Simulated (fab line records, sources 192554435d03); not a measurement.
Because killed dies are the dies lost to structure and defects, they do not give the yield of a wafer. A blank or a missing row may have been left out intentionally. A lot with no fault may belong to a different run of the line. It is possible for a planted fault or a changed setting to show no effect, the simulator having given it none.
fab line records	flow n5-finfet	part 1 of 2: steps 1 to 4 of 6
record: lots: 22	wafers: 66	last-day: 18
route steps=1938 shown MOL_CONTACT_COAG@551
lots untouched by any fault: they come from a run of this same line in which no faults occurred
start-h: the number of hours between the record's first day and the start of the first shown wafer of the lot	wait-h: how many hours have passed since the lot's step before this one	" the same as in the row above	L1.1+2: several wafers, shown together as one row	- no value present, or no start provided	* or withheld: withheld	< > ~ a bound
route shown NAME@n: a module of which the file shows steps, and the number in the route of the first	usual: the fault-free wafers' mean and standard deviation	same: alike in all rows	chamber/n: place in a boat	sites: per-site readings	_std_site: the values' standard deviation	_edge_site: outer sites' mean less inner sites'	radius-mm: how far each site lies from the wafer's centre	mask NAME#n: copy n	behind: the tool/chamber that last shaped the wafer	hold: why the lot went on hold/how many hours it stayed there/how the hold came to an end	device: the transistor (n, p or np) that didn't switch	end of line: tests of these same wafers at the route's end	where a step has no rows: the recipe by itself	killed: the dies lost at the first sort to structure and to defects; this is not the yield of the wafer	map: dies across one wafer; x = killed, . = not, _ = none there
set.NAME: the setting as run; set.NAME@STEP: as run at that earlier step	model.NAME: the simulator's own value behind a step, which no gauge read
route steps across a sampled set of lots; one table per step, one row per wafer
services: when a tool's chamber went out of use (start-h, in hours from the record's first day, below 0 if earlier), for how many hours, and the reason
== steps ==
step: N5_MOL_CONTACT_COAG_SPUTTER_130
recipe: material: Co	target-thk-a: 475	temp-c: 25	chamber-pressure-pa: 0.5	power-w: 3000
usual: throttle-valve-pct: 29.8/1
lot.wafer	tool	chamber	start-h	wait-h	throttle-valve-pct
L074.1	pvd-sputter-03	-	94.00	0.0	27.5
L074.3	"	-	"	"	31.4
L074.4	"	-	"	"	30.2
L075.1	pvd-sputter-03	-	102.89	0.0	27.5
L075.4	"	-	"	"	31.2
L075.6	"	-	"	"	30.2
L076.4	pvd-sputter-01	-	104.82	0.0	30.1
L076.5	"	-	"	"	30.3
L076.6	"	-	"	"	30.1
L077.3	pvd-sputter-02	-	110.79	0.0	30.1
L077.5	"	-	"	"	30.3
L077.6	"	-	"	"	29.4
L078.1	pvd-sputter-01	-	124.19	0.0	28.9
L078.2	"	-	"	"	29.0
L078.3	"	-	"	"	30.1
L079.2	pvd-sputter-03	-	132.86	0.0	29.8
L079.4	"	-	"	"	31.2
L079.5	"	-	"	"	30.1
L080.1	pvd-sputter-02	-	136.37	0.0	31.6
L080.4	"	-	"	"	29.9
L080.5	"	-	"	"	28.7
L081.1	pvd-sputter-01	-	141.68	0.0	30.6
L081.2	"	-	"	"	30.2
L081.6	"	-	"	"	30.5
L082.1	pvd-sputter-01	-	144.84	0.0	29.1
L082.3	"	-	"	"	30.2
L082.4	"	-	"	"	29.0
L083.3	pvd-sputter-02	-	148.54	0.0	29.9
L083.5	"	-	"	"	29.7
L083.6	"	-	"	"	29.2
L084.1	pvd-sputter-01	-	157.78	0.0	29.2
L084.2	"	-	"	"	29.0
L084.5	"	-	"	"	29.9
L085.2	pvd-sputter-03	-	162.46	0.0	29.2
L085.4	"	-	"	"	31.3
L085.6	"	-	"	"	30.2
L086.3	pvd-sputter-01	-	165.99	0.0	30.2
L086.4	"	-	"	"	29.0
L086.6	"	-	"	"	28.9
L087.2	pvd-sputter-02	-	178.31	0.0	29.1
L087.4	"	-	"	"	31.4
L087.6	"	-	"	"	28.8
L088.2	pvd-sputter-02	-	178.81	0.0	31.9
L088.4	"	-	"	"	29.5
L088.6	"	-	"	"	31.8
L089.1	pvd-sputter-02	-	184.42	0.0	29.3
L089.3	"	-	"	"	30.2
L089.6	"	-	"	"	30.5
L090.2	pvd-sputter-03	-	188.78	0.0	27.7
L090.3	"	-	"	"	31.1
L090.5	"	-	"	"	30.4
L091.3	pvd-sputter-01	-	194.04	0.0	28.8
L091.4	"	-	"	"	30.5
L091.6	"	-	"	"	29.1
L092.2	pvd-sputter-02	-	202.77	0.0	29.1
L092.3	"	-	"	"	29.8
L092.5	"	-	"	"	30.3
L094.2	pvd-sputter-01	-	214.65	0.0	29.0
L094.4	"	-	"	"	28.6
L094.5	"	-	"	"	29.7
L095.1	pvd-sputter-01	-	226.73	0.0	30.1
L095.2	"	-	"	"	29.1
L095.3	"	-	"	"	28.9
L097.1	pvd-sputter-03	-	230.75	0.0	27.2
L097.3	"	-	"	"	30.3
L097.4	"	-	"	"	31.4
step: N5_MOL_CONTACT_COAG_CD_MEAS_84
recipe: target-cd-nm: 25.1	landing-energy-ev: 500	detector: se-inlens	polarity: opening
usual: cd-nm: 25.14/0.26
lot.wafer	tool	chamber	start-h	wait-h	cd-nm
L074.1	cd-sem-01	0	98.69	-	24.86
L074.3	"	0	"	"	25.21
L074.4	"	0	"	"	25.39
L075.1	cd-sem-01	0	106.77	-	25.03
L075.4	"	0	"	"	25.35
L075.6	"	0	"	"	24.90
L076.4	cd-sem-02	0	110.02	-	24.79
L076.5	"	0	"	"	24.94
L076.6	"	0	"	"	25.21
L077.3	cd-sem-03	0	114.98	-	25.48
L077.5	"	0	"	"	24.99
L077.6	"	0	"	"	25.59
L078.1	cd-sem-01	0	128.30	-	24.85
L078.2	"	0	"	"	25.34
L078.3	"	0	"	"	24.86
L079.2	cd-sem-03	0	136.73	-	25.25
L079.4	"	0	"	"	25.61
L079.5	"	0	"	"	25.57
L080.1	cd-sem-03	0	140.12	-	24.80
L080.4	"	0	"	"	25.22
L080.5	"	0	"	"	25.04
L081.1	cd-sem-03	0	145.51	-	25.05
L081.2	"	0	"	"	25.53
L081.6	"	0	"	"	25.46
L082.1	cd-sem-01	0	149.17	-	25.18
L082.3	"	0	"	"	25.50
L082.4	"	0	"	"	25.03
L083.3	cd-sem-03	0	152.85	-	25.11
L083.5	"	0	"	"	24.94
L083.6	"	0	"	"	24.85
L084.1	cd-sem-02	0	162.14	-	24.89
L084.2	"	0	"	"	25.02
L084.5	"	0	"	"	25.40
L085.2	cd-sem-03	0	166.55	-	25.00
L085.4	"	0	"	"	25.20
L085.6	"	0	"	"	25.14
L086.3	cd-sem-02	0	169.77	-	25.18
L086.4	"	0	"	"	25.08
L086.6	"	0	"	"	25.02
L087.2	cd-sem-02	0	183.06	-	25.30
L087.4	"	0	"	"	24.55
L087.6	"	0	"	"	24.92
L088.2	cd-sem-01	0	186.36	-	25.23
L088.4	"	0	"	"	24.90
L088.6	"	0	"	"	24.79
L089.1	cd-sem-02	0	189.60	-	25.16
L089.3	"	0	"	"	25.07
L089.6	"	0	"	"	25.22
L090.2	cd-sem-03	0	192.53	-	25.55
L090.3	"	0	"	"	25.31
L090.5	"	0	"	"	25.32
L091.3	cd-sem-02	0	198.34	-	25.20
L091.4	"	0	"	"	25.24
L091.6	"	0	"	"	25.47
L092.2	cd-sem-03	0	206.73	-	25.46
L092.3	"	0	"	"	25.40
L092.5	"	0	"	"	25.01
L094.2	cd-sem-02	0	218.49	-	25.45
L094.4	"	0	"	"	25.18
L094.5	"	0	"	"	24.75
L095.1	cd-sem-03	0	230.76	-	25.23
L095.2	"	0	"	"	25.18
L095.3	"	0	"	"	25.14
L097.1	cd-sem-02	0	234.80	-	24.93
L097.3	"	0	"	"	25.02
L097.4	"	0	"	"	24.89
step: N5_MOL_CONTACT_COAG_DESCUM_88
recipe: chemistry: O2	time-s: 7	source-power-w: 50	bias-power-w: 20	pressure-mtorr: 20	rf-frequency-hz: 2.712e+07	temp-c: 40	resist: CAR-EUV	o2-flow-sccm: 225
usual: drypump-motor-current-A: 5.6/0.42	oes-product-au: 0.80/0.08	rf-vpp-V: 243.2/1.3	showerhead-plenum-p-Torr: 2.10/0.073	throttle-valve-pct: 20.31/0.2
lot.wafer	tool	chamber	start-h	wait-h	drypump-motor-current-A	oes-product-au	rf-hours-counter-h	rf-vpp-V	showerhead-plenum-p-Torr	throttle-valve-pct
L074.1	rie-diel-04	3	98.82	0.0	5.2	0.86	65	241.2	2.03	20.47
L074.3	"	0	"	"	6.0	0.80	92	242.6	2.01	20.04
L074.4	"	2	"	"	6.0	0.74	161	242.8	2.10	20.20
L075.1	rie-diel-06	2	106.91	0.0	5.8	0.88	39	243.5	2.11	20.05
L075.4	"	3	"	"	5.1	0.93	-	241.7	2.07	20.44
L075.6	"	0	"	"	5.2	0.73	-	243.4	2.15	19.99
L076.4	rie-diel-01	0	110.14	0.0	5.2	0.86	46	245.8	2.22	20.36
L076.5	"	1	"	"	5.3	0.72	-	243.5	2.04	20.54
L076.6	"	0	"	"	5.2	0.87	-	246.0	2.22	20.37
L077.3	rie-diel-04	1	115.10	0.0	5.8	0.69	221	244.6	2.16	20.67
L077.5	"	0	"	"	5.9	0.80	-	240.9	2.01	20.05
L077.6	"	3	"	"	5.1	0.84	-	242.1	2.03	20.46
L078.1	rie-diel-01	1	129.12	0.7	5.3	0.72	235	241.8	2.04	20.57
L078.2	"	0	"	"	5.2	0.85	52	246.5	2.22	20.37
L078.3	"	2	"	"	5.5	0.88	35	242.0	2.06	20.30
L079.2	rie-diel-06	1	136.86	0.0	6.3	0.91	10	246.1	2.24	20.32
L079.4	"	2	"	"	5.8	0.86	49	243.9	2.11	20.08
L079.5	"	2	"	"	5.8	0.86	-	242.1	2.11	20.07
L080.1	rie-diel-06	2	140.33	0.1	5.8	0.86	50	244.7	2.11	20.07
L080.4	"	0	"	"	5.2	0.72	189	243.9	2.14	19.98
L080.5	"	0	"	"	5.2	0.73	-	244.0	2.14	19.99
L081.1	rie-diel-04	3	146.06	0.5	5.2	0.84	79	241.1	2.03	20.46
L081.2	"	2	"	"	6.0	0.72	174	241.2	2.10	20.23
L081.6	"	2	"	"	6.0	0.72	-	243.4	2.10	20.23
L082.1	rie-diel-06	1	149.68	0.4	6.4	0.91	15	245.2	2.24	20.35
L082.3	"	0	"	"	5.1	0.72	194	244.5	2.14	20.00
L082.4	"	3	"	"	5.1	0.91	39	242.3	2.06	20.46
L083.3	rie-diel-01	0	152.97	0.0	5.2	0.84	59	245.2	2.22	20.37
L083.5	"	1	"	"	5.3	0.72	-	242.8	2.04	20.58
L083.6	"	0	"	"	5.2	0.84	-	244.1	2.22	20.40
L084.1	rie-diel-04	1	162.27	0.0	5.8	0.67	239	245.1	2.15	20.69
L084.2	"	3	"	"	5.2	0.83	85	242.7	2.02	20.46
L084.5	"	0	"	"	5.9	0.78	-	241.7	2.00	20.07
L085.2	rie-diel-01	2	166.72	0.1	5.6	0.88	45	242.2	2.06	20.30
L085.4	"	3	"	"	6.1	0.69	245	241.7	2.04	20.45
L085.6	"	3	"	"	6.1	0.70	-	242.4	2.04	20.44
L086.3	rie-diel-04	1	170.05	0.2	5.8	0.66	242	244.6	2.15	20.68
L086.4	"	2	"	"	6.0	0.71	184	244.0	2.10	20.23
L086.6	"	0	"	"	5.9	0.79	-	242.3	2.00	20.08
L087.2	rie-diel-06	0	183.18	0.0	5.2	0.72	206	243.4	2.14	20.01
L087.4	"	1	"	"	6.4	0.87	25	245.4	2.24	20.34
L087.6	"	1	"	"	6.4	0.89	-	244.0	2.24	20.37
L088.2	rie-diel-06	3	186.48	0.0	5.1	0.89	50	243.4	2.06	20.48
L088.4	"	0	"	"	5.2	0.72	207	244.4	2.14	20.01
L088.6	"	2	"	"	5.8	0.84	-	240.7	2.10	20.10
L089.1	rie-diel-04	2	189.99	0.3	6.0	0.71	190	243.3	2.09	20.25
L089.3	"	1	"	"	5.8	0.67	248	244.6	2.15	20.72
L089.6	"	2	"	"	6.0	0.70	-	242.2	2.09	20.24
L090.2	rie-diel-06	3	192.97	0.4	5.1	0.90	53	242.7	2.06	20.48
L090.3	"	1	"	"	6.4	0.88	30	244.9	2.24	20.36
L090.5	"	2	"	"	5.7	0.84	-	243.6	2.10	20.10
L091.3	rie-diel-01	0	198.49	0.1	5.1	0.82	80	244.5	2.21	20.42
L091.4	"	2	"	"	5.6	0.85	-	241.4	2.05	20.32
L091.6	"	3	"	"	6.1	0.68	-	242.4	2.03	20.48
L092.2	rie-diel-04	3	206.90	0.1	5.1	0.82	97	242.0	2.02	20.48
L092.3	"	2	"	"	6.0	0.70	197	243.9	2.09	20.26
L092.5	"	3	"	"	5.2	0.82	-	242.3	2.02	20.48
L094.2	rie-diel-06	2	218.61	0.0	5.8	0.83	78	244.1	2.10	20.12
L094.4	"	1	"	"	6.4	0.86	39	245.7	2.23	20.38
L094.5	"	0	"	"	5.2	0.70	-	242.7	2.13	20.03
L095.1	rie-diel-06	1	230.88	0.0	6.4	0.84	42	245.9	2.23	20.37
L095.2	"	3	"	"	5.0	0.87	66	243.4	2.05	20.50
L095.3	"	2	"	"	5.8	0.82	81	244.5	2.09	20.13
L097.1	rie-diel-01	2	235.64	0.7	5.6	0.82	78	240.9	2.05	20.36
L097.3	"	3	"	"	6.1	0.96	5	243.5	2.03	19.84
L097.4	"	2	"	"	5.6	0.83	-	242.1	2.05	20.34
step: N5_MOL_CONTACT_COAG_ETCH_90
recipe: chemistry: CF4	target: SiARC	target-depth-a: 130	mask-material: CAR-EUV	time-s: 21.7	ion-energy-ev: 80	pressure-mtorr: 40	source-w: 545	bias-w: 36	Ar_flow_sccm: 100	cf4-flow-sccm: 100	ends: cleared
usual: drypump-motor-current-A: 5.6/0.42	etch-rf-on-time-s: 21.4/0.73	oes-product-au: 0.69/0.072	rf-vpp-V: 184.1/1.2	showerhead-plenum-p-Torr: 2.15/0.065	throttle-valve-pct: 15.53/0.17
lot.wafer	tool	chamber	start-h	wait-h	drypump-motor-current-A	etch-rf-on-time-s	oes-product-au	rf-hours-counter-h	rf-vpp-V	showerhead-plenum-p-Torr	throttle-valve-pct
L074.1	rie-diel-04	3	98.87	0.0	5.2	21.9	0.73	65	182.4	2.08	15.54
L074.3	"	0	"	"	6.0	21.8	0.70	92	183.7	2.09	15.39
L074.4	"	2	"	"	6.0	22.0	0.63	161	182.5	2.14	15.41
L075.1	rie-diel-06	2	106.97	0.0	5.8	19.6	0.79	39	184.4	2.18	15.42
L075.4	"	3	"	"	5.1	21.5	0.78	-	184.1	2.10	15.54
L075.6	"	0	"	"	5.2	21.1	0.64	-	185.8	2.22	15.43
L076.4	rie-diel-01	0	110.20	0.0	5.2	21.2	0.75	46	185.5	2.25	15.41
L076.5	"	1	"	"	5.3	20.9	0.62	-	183.3	2.11	15.92
L076.6	"	0	"	"	5.2	21.6	0.74	-	185.8	2.25	15.44
L077.3	rie-diel-04	1	115.15	0.0	5.8	22.3	0.58	221	185.5	2.20	15.84
L077.5	"	0	"	"	5.9	22.0	0.69	-	182.8	2.09	15.39
L077.6	"	3	"	"	5.2	22.0	0.72	-	183.0	2.08	15.56
L078.1	rie-diel-01	1	129.17	0.0	5.3	21.0	0.62	235	183.4	2.11	15.94
L078.2	"	0	"	"	5.2	21.8	0.73	52	184.5	2.25	15.43
L078.3	"	2	"	"	5.6	21.7	0.76	35	183.4	2.09	15.35
L079.2	rie-diel-06	1	136.91	0.0	6.4	20.5	0.83	10	185.1	2.26	15.35
L079.4	"	2	"	"	5.8	19.7	0.78	49	183.5	2.18	15.44
L079.5	"	2	"	"	5.8	19.7	0.78	-	183.7	2.18	15.42
L080.1	rie-diel-06	2	140.38	0.0	5.8	20.1	0.77	50	183.6	2.18	15.45
L080.4	"	0	"	"	5.2	22.0	0.62	189	184.1	2.22	15.44
L080.5	"	0	"	"	5.2	22.1	0.62	-	186.4	2.22	15.44
L081.1	rie-diel-04	3	146.11	0.0	5.1	22.0	0.71	79	184.0	2.07	15.57
L081.2	"	2	"	"	6.0	22.4	0.61	174	183.7	2.14	15.43
L081.6	"	2	"	"	6.0	22.6	0.61	-	182.2	2.14	15.44
L082.1	rie-diel-06	1	149.73	0.0	6.3	21.2	0.80	15	185.2	2.26	15.35
L082.3	"	0	"	"	5.2	21.8	0.61	194	183.8	2.22	15.45
L082.4	"	3	"	"	5.1	22.1	0.74	39	183.3	2.10	15.57
L083.3	rie-diel-01	0	153.03	0.0	5.2	21.4	0.73	59	185.9	2.25	15.47
L083.5	"	1	"	"	5.3	20.7	0.61	-	183.5	2.10	15.94
L083.6	"	0	"	"	5.1	21.5	0.72	-	186.3	2.25	15.46
L084.1	rie-diel-04	1	162.32	0.0	5.8	21.9	0.57	239	186.3	2.19	15.88
L084.2	"	3	"	"	5.1	21.9	0.70	85	182.8	2.07	15.58
L084.5	"	0	"	"	5.9	21.7	0.67	-	182.7	2.08	15.43
L085.2	rie-diel-01	2	166.77	0.0	5.6	21.8	0.75	45	184.3	2.09	15.36
L085.4	"	3	"	"	6.2	21.5	0.60	245	182.3	2.10	15.76
L085.6	"	3	"	"	6.1	21.4	0.60	-	184.0	2.10	15.74
L086.3	rie-diel-04	1	170.10	0.0	5.8	22.1	0.57	242	184.6	2.19	15.88
L086.4	"	2	"	"	6.0	22.5	0.60	184	184.8	2.14	15.46
L086.6	"	0	"	"	5.9	21.7	0.67	-	182.1	2.08	15.42
L087.2	rie-diel-06	0	183.24	0.0	5.2	21.5	0.61	206	184.9	2.21	15.49
L087.4	"	1	"	"	6.3	20.6	0.79	25	186.5	2.25	15.38
L087.6	"	1	"	"	6.4	20.5	0.80	-	185.3	2.25	15.37
L088.2	rie-diel-06	3	186.53	0.0	5.0	22.1	0.73	50	183.7	2.09	15.59
L088.4	"	0	"	"	5.2	21.8	0.61	207	184.7	2.21	15.47
L088.6	"	2	"	"	5.7	20.0	0.75	-	183.9	2.17	15.48
L089.1	rie-diel-04	2	190.04	0.0	6.0	22.6	0.60	190	182.0	2.13	15.46
L089.3	"	1	"	"	5.9	22.2	0.56	248	185.2	2.19	15.90
L089.6	"	2	"	"	6.0	22.7	0.60	-	184.0	2.13	15.45
L090.2	rie-diel-06	3	193.02	0.0	5.1	22.0	0.72	53	183.5	2.09	15.59
L090.3	"	1	"	"	6.4	20.9	0.77	30	184.2	2.25	15.38
L090.5	"	2	"	"	5.8	19.7	0.75	-	183.1	2.17	15.48
L091.3	rie-diel-01	0	198.54	0.0	5.2	21.7	0.70	80	184.1	2.24	15.51
L091.4	"	2	"	"	5.5	21.6	0.73	-	181.8	2.08	15.37
L091.6	"	3	"	"	6.1	21.3	0.59	-	183.1	2.10	15.78
L092.2	rie-diel-04	3	206.95	0.0	5.1	21.8	0.70	97	182.5	2.07	15.59
L092.3	"	2	"	"	6.0	22.5	0.60	197	183.2	2.13	15.49
L092.5	"	3	"	"	5.1	21.5	0.70	-	181.1	2.07	15.62
L094.2	rie-diel-06	2	218.66	0.0	5.8	19.7	0.74	78	183.6	2.17	15.50
L094.4	"	1	"	"	6.3	20.5	0.78	39	185.7	2.25	15.41
L094.5	"	0	"	"	5.2	21.5	0.61	-	183.3	2.21	15.52
L095.1	rie-diel-06	1	230.93	0.0	6.4	20.9	0.76	42	185.7	2.25	15.41
L095.2	"	3	"	"	5.1	22.0	0.71	66	184.0	2.09	15.62
L095.3	"	2	"	"	5.8	20.2	0.74	81	185.8	2.17	15.51
L097.1	rie-diel-01	2	235.69	0.0	5.5	21.7	0.71	78	183.2	2.08	15.42
L097.3	"	3	"	"	6.1	20.8	0.85	5	182.7	2.10	15.20
L097.4	"	2	"	"	5.6	21.9	0.71	-	182.4	2.07	15.43
